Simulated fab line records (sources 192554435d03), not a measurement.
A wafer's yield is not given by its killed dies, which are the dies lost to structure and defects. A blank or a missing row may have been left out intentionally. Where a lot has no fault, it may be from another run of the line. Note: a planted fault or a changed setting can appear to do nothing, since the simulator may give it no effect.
What tool caused it? / flow n5Finfet / 72 wafers from 24 lots sampled at 4 of the route's 1938 steps

== WHAT EACH GAUGE READ, for each wafer ==
N5_STI_FIN_REVEAL_THK_MEAS_05.
lot=L074; measured=day 2 10:18; on=filmMetro-01; thkNm (nm)=132.5 130.8 132.1
lot=L075; measured=day 2 19:50; on=filmMetro-01; thkNm (nm)=133.0 132.2 132.8
lot=L076; measured=day 2 22:56; on=filmMetro-02; thkNm (nm)=132.7 132.1 132.0
lot=L077; measured=day 3 04:21; on=filmMetro-02; thkNm (nm)=131.6 132.2 132.3
lot=L078; measured=day 3 09:16; on=filmMetro-01; thkNm (nm)=132.1 131.4 130.3
lot=L079; measured=day 3 15:35; on=filmMetro-01; thkNm (nm)=131.2 130.6 131.7
lot=L080; measured=day 3 21:02; on=filmMetro-02; thkNm (nm)=130.3 131.2 132.2
lot=L081; measured=day 4 04:29; on=filmMetro-01; thkNm (nm)=129.6 130.7 131.6
lot=L082; measured=day 4 08:45; on=filmMetro-01; thkNm (nm)=132.2 134.3 132.0
lot=L083; measured=day 4 15:37; on=filmMetro-01; thkNm (nm)=131.2 131.6 130.8
lot=L084; measured=day 4 22:55; on=filmMetro-02; thkNm (nm)=130.9 131.9 130.7
lot=L085; measured=day 5 06:30; on=filmMetro-02; thkNm (nm)=131.4 133.0 132.2
lot=L086; measured=day 5 13:18; on=filmMetro-01; thkNm (nm)=130.9 130.4 130.1
lot=L087; measured=day 5 17:31; on=filmMetro-02; thkNm (nm)=131.9 131.8 132.0
lot=L088; measured=day 5 22:07; on=filmMetro-01; thkNm (nm)=133.3 132.0 131.8
lot=L089; measured=day 6 05:27; on=filmMetro-02; thkNm (nm)=131.1 131.0 131.3
lot=L090; measured=day 6 09:48; on=filmMetro-02; thkNm (nm)=130.8 133.1 130.4
lot=L091; measured=day 6 15:47; on=filmMetro-01; thkNm (nm)=132.6 132.0 131.7
lot=L092; measured=day 6 21:56; on=filmMetro-01; thkNm (nm)=131.3 131.3 130.6
lot=L093; measured=day 7 04:07; on=filmMetro-01; thkNm (nm)=131.8 132.0 130.8
lot=L094; measured=day 7 10:22; on=filmMetro-02; thkNm (nm)=132.0 132.1 132.5
lot=L095; measured=day 7 16:31; on=filmMetro-01; thkNm (nm)=131.0 132.2 132.5
lot=L096; measured=day 7 22:11; on=filmMetro-01; thkNm (nm)=131.7 132.7 131.1
lot=L097; measured=day 8 08:44; on=filmMetro-02; thkNm (nm)=132.5 133.7 130.9

N5_STI_FIN_REVEAL_CD_MEAS_22: target cd 6.238 nm, pitch 28 nm.
lot=L074; measured=day 2 13:32; on=cdSem-03; cdNm (nm)=6.61 6.39 6.19
lot=L075; measured=day 2 23:02; on=cdSem-03; cdNm (nm)=5.82 6.14 6.10
lot=L076; measured=day 3 02:14; on=cdSem-03; cdNm (nm)=5.98 6.32 6.35
lot=L077; measured=day 3 07:56; on=cdSem-01; cdNm (nm)=5.89 6.51 6.59
lot=L078; measured=day 3 13:08; on=cdSem-02; cdNm (nm)=5.78 6.39 6.40
lot=L079; measured=day 3 18:46; on=cdSem-02; cdNm (nm)=6.24 6.07 6.20
lot=L080; measured=day 4 00:14; on=cdSem-03; cdNm (nm)=5.79 6.12 6.16
lot=L081; measured=day 4 08:00; on=cdSem-01; cdNm (nm)=6.26 6.10 6.19
lot=L082; measured=day 4 12:04; on=cdSem-01; cdNm (nm)=5.90 5.94 5.56
lot=L083; measured=day 4 18:47; on=cdSem-01; cdNm (nm)=6.15 6.16 5.92
lot=L084; measured=day 5 02:10; on=cdSem-01; cdNm (nm)=6.20 5.88 5.87
lot=L085; measured=day 5 11:18; on=cdSem-02; cdNm (nm)=6.12 6.47 6.28
lot=L086; measured=day 5 16:29; on=cdSem-03; cdNm (nm)=6.43 6.48 6.09
lot=L087; measured=day 5 20:53; on=cdSem-02; cdNm (nm)=6.33 6.12 5.64
lot=L088; measured=day 6 01:22; on=cdSem-03; cdNm (nm)=6.20 6.22 6.27
lot=L089; measured=day 6 08:41; on=cdSem-02; cdNm (nm)=5.75 6.46 6.26
lot=L090; measured=day 6 13:12; on=cdSem-01; cdNm (nm)=6.33 5.66 5.93
lot=L091; measured=day 6 19:01; on=cdSem-03; cdNm (nm)=6.52 6.32 6.09
lot=L092; measured=day 7 01:07; on=cdSem-03; cdNm (nm)=6.63 6.29 6.58
lot=L093; measured=day 7 07:20; on=cdSem-03; cdNm (nm)=5.97 5.86 6.55
lot=L094; measured=day 7 13:57; on=cdSem-01; cdNm (nm)=5.75 6.49 6.47
lot=L095; measured=day 7 20:14; on=cdSem-01; cdNm (nm)=6.17 6.28 6.25
lot=L096; measured=day 8 01:31; on=cdSem-03; cdNm (nm)=5.73 5.98 6.02
lot=L097; measured=day 8 12:16; on=cdSem-02; cdNm (nm)=6.26 6.48 6.08

N5_DUMMY_GATE_CD_MEAS_15: the cd target is 25.8 nm.
lot=L074; measured=day 3 00:52; on=cdSem-03; cdNm (nm)=25.23 25.22 24.74
lot=L075; measured=day 3 07:47; on=cdSem-03; cdNm (nm)=25.05 25.09 25.29
lot=L076; measured=day 3 10:49; on=cdSem-02; cdNm (nm)=25.21 24.77 25.31
lot=L077; measured=day 3 18:21; on=cdSem-03; cdNm (nm)=25.63 24.87 25.18
lot=L078; measured=day 3 21:52; on=cdSem-03; cdNm (nm)=25.13 24.96 25.18
lot=L079; measured=day 4 03:22; on=cdSem-03; cdNm (nm)=25.17 25.29 25.11
lot=L080; measured=day 4 08:50; on=cdSem-02; cdNm (nm)=24.85 25.12 25.17
lot=L081; measured=day 4 18:40; on=cdSem-02; cdNm (nm)=25.05 25.04 24.69
lot=L082; measured=day 4 20:41; on=cdSem-03; cdNm (nm)=24.97 25.05 24.91
lot=L083; measured=day 5 03:43; on=cdSem-01; cdNm (nm)=25.00 25.34 25.40
lot=L084; measured=day 5 11:31; on=cdSem-02; cdNm (nm)=24.82 24.87 24.97
lot=L085; measured=day 5 19:54; on=cdSem-01; cdNm (nm)=25.36 25.29 25.07
lot=L086; measured=day 6 07:20; on=cdSem-01; cdNm (nm)=25.02 25.08 25.03
lot=L087; measured=day 6 11:23; on=cdSem-01; cdNm (nm)=24.98 25.01 25.17
lot=L088; measured=day 6 12:56; on=cdSem-01; cdNm (nm)=24.77 24.77 24.81
lot=L089; measured=day 6 19:18; on=cdSem-01; cdNm (nm)=25.20 25.17 25.24
lot=L090; measured=day 6 22:29; on=cdSem-02; cdNm (nm)=25.05 24.85 24.60
lot=L091; measured=day 7 05:26; on=cdSem-03; cdNm (nm)=25.15 25.00 25.13
lot=L092; measured=day 7 09:49; on=cdSem-03; cdNm (nm)=24.84 24.98 24.87
lot=L093; measured=day 7 16:09; on=cdSem-02; cdNm (nm)=25.51 24.65 25.39
lot=L094; measured=day 7 22:35; on=cdSem-01; cdNm (nm)=25.60 25.20 24.58
lot=L095; measured=day 8 05:56; on=cdSem-02; cdNm (nm)=25.12 25.15 25.08
lot=L096; measured=day 8 10:16; on=cdSem-02; cdNm (nm)=25.43 24.67 25.00
lot=L097; measured=day 9 00:04; on=cdSem-01; cdNm (nm)=24.97 24.90 24.75

== WHAT TOOL EACH LOT RAN ON (gives the tool, then ch and the chambers of the sampled wafers, and finally the start) ==
lot=L074; N5_DUMMY_GATE_ALD_02=aldSin-03 ch 0,2,3, day 2 14:33
lot=L075; N5_DUMMY_GATE_ALD_02=aldSin-02 ch 0,2, day 2 23:25
lot=L076; N5_DUMMY_GATE_ALD_02=aldSin-01 ch 1,2,3, day 3 02:26
lot=L077; N5_DUMMY_GATE_ALD_02=aldSin-01 ch 0,2,3, day 3 08:09
lot=L078; N5_DUMMY_GATE_ALD_02=aldSin-01 ch 0,1,3, day 3 13:23
lot=L079; N5_DUMMY_GATE_ALD_02=aldSin-03 ch 0,2,3, day 3 18:59
lot=L080; N5_DUMMY_GATE_ALD_02=aldSin-03 ch 0,1,2, day 4 00:27
lot=L081; N5_DUMMY_GATE_ALD_02=aldSin-03 ch 0,1,3, day 4 08:13
lot=L082; N5_DUMMY_GATE_ALD_02=aldSin-01 ch 1,2, day 4 12:16
lot=L083; N5_DUMMY_GATE_ALD_02=aldSin-02 ch 0,2,3, day 4 19:13
lot=L084; N5_DUMMY_GATE_ALD_02=aldSin-01 ch 1,3, day 5 02:32
lot=L085; N5_DUMMY_GATE_ALD_02=aldSin-03 ch 0,2, day 5 11:31
lot=L086; N5_DUMMY_GATE_ALD_02=aldSin-01 ch 0,2,3, day 5 16:50
lot=L087; N5_DUMMY_GATE_ALD_02=aldSin-01 ch 0,2,3, day 5 21:07
lot=L088; N5_DUMMY_GATE_ALD_02=aldSin-01 ch 0,2, day 6 01:41
lot=L089; N5_DUMMY_GATE_ALD_02=aldSin-01 ch 1,2, day 6 09:37
lot=L090; N5_DUMMY_GATE_ALD_02=aldSin-02 ch 0,3, day 6 13:59
lot=L091; N5_DUMMY_GATE_ALD_02=aldSin-02 ch 1,2,3, day 6 19:14
lot=L092; N5_DUMMY_GATE_ALD_02=aldSin-03 ch 0,1,2, day 7 01:22
lot=L093; N5_DUMMY_GATE_ALD_02=aldSin-01 ch 0,1, day 7 07:37
lot=L094; N5_DUMMY_GATE_ALD_02=aldSin-03 ch 0,2,3, day 7 14:13
lot=L095; N5_DUMMY_GATE_ALD_02=aldSin-03 ch 0,1,2, day 7 21:23
lot=L096; N5_DUMMY_GATE_ALD_02=aldSin-03 ch 1,3, day 8 01:46
lot=L097; N5_DUMMY_GATE_ALD_02=aldSin-01 ch 1,3, day 8 13:44
- N5_DUMMY_GATE_ALD_02: deposits SiO2, target thk 2 nm, pulse time 1 s.

== WHAT THE TOOLS THEMSELVES READ (means of the sampled wafers that have a number; where no wafer has one, the mark that the record gives instead) ==
N5_DUMMY_GATE_ALD_02.
lot=L074; tool=aldSin-03; heaterPowerW (W)=458; precursorPulseHeightRel=0.996
lot=L075; tool=aldSin-02; heaterPowerW (W)=501; precursorPulseHeightRel=0.985
lot=L076; tool=aldSin-01; heaterPowerW (W)=469; precursorPulseHeightRel=1.013
lot=L077; tool=aldSin-01; heaterPowerW (W)=491; precursorPulseHeightRel=0.999
lot=L078; tool=aldSin-01; heaterPowerW (W)=481; precursorPulseHeightRel=0.990
lot=L079; tool=aldSin-03; heaterPowerW (W)=447; precursorPulseHeightRel=0.984
lot=L080; tool=aldSin-03; heaterPowerW (W)=449; precursorPulseHeightRel=0.976
lot=L081; tool=aldSin-03; heaterPowerW (W)=469; precursorPulseHeightRel=1.003
lot=L082; tool=aldSin-01; heaterPowerW (W)=451; precursorPulseHeightRel=0.996
lot=L083; tool=aldSin-02; heaterPowerW (W)=477; precursorPulseHeightRel=1.025
lot=L084; tool=aldSin-01; heaterPowerW (W)=459; precursorPulseHeightRel=1.007
lot=L085; tool=aldSin-03; heaterPowerW (W)=478; precursorPulseHeightRel=0.975
lot=L086; tool=aldSin-01; heaterPowerW (W)=493; precursorPulseHeightRel=0.982
lot=L087; tool=aldSin-01; heaterPowerW (W)=505; precursorPulseHeightRel=1.005
lot=L088; tool=aldSin-01; heaterPowerW (W)=481; precursorPulseHeightRel=1.014
lot=L089; tool=aldSin-01; heaterPowerW (W)=467; precursorPulseHeightRel=0.990
lot=L090; tool=aldSin-02; heaterPowerW (W)=434; precursorPulseHeightRel=0.984
lot=L091; tool=aldSin-02; heaterPowerW (W)=454; precursorPulseHeightRel=1.002
lot=L092; tool=aldSin-03; heaterPowerW (W)=435; precursorPulseHeightRel=0.993
lot=L093; tool=aldSin-01; heaterPowerW (W)=492; precursorPulseHeightRel=1.004
lot=L094; tool=aldSin-03; heaterPowerW (W)=452; precursorPulseHeightRel=1.002
lot=L095; tool=aldSin-03; heaterPowerW (W)=436; precursorPulseHeightRel=0.986
lot=L096; tool=aldSin-03; heaterPowerW (W)=420; precursorPulseHeightRel=0.990
lot=L097; tool=aldSin-01; heaterPowerW (W)=471; precursorPulseHeightRel=1.005

== THE ANSWER, worked out from the rows above alone ==
Rule: what is usual is taken from the lots themselves. The widest of any qualifying gaps counts: lots, ordered by their means at a reading, are off when they make up no more than a third of the lots, leave a main group of 4 or more, and stand apart from it by 3 or more times the standard deviation of that group's means. If all means in a main group match to the digits the tables above print for the reading, that group is not used. Also off: a lot with no number at a reading for which 4 or more lots have one. Any other lot the step has rows for is counted as sound. Order of review: gauges by route order, followed by the tools' own readings, for which a lot's mean as printed above is used. At the first step where some lot is off, the reading lying furthest off is the one used; lots without a number count as furthest.
No lot is off at any reading shown: from this, nothing can be told.

== WHAT THE SIMULATOR HAD INSERTED ==
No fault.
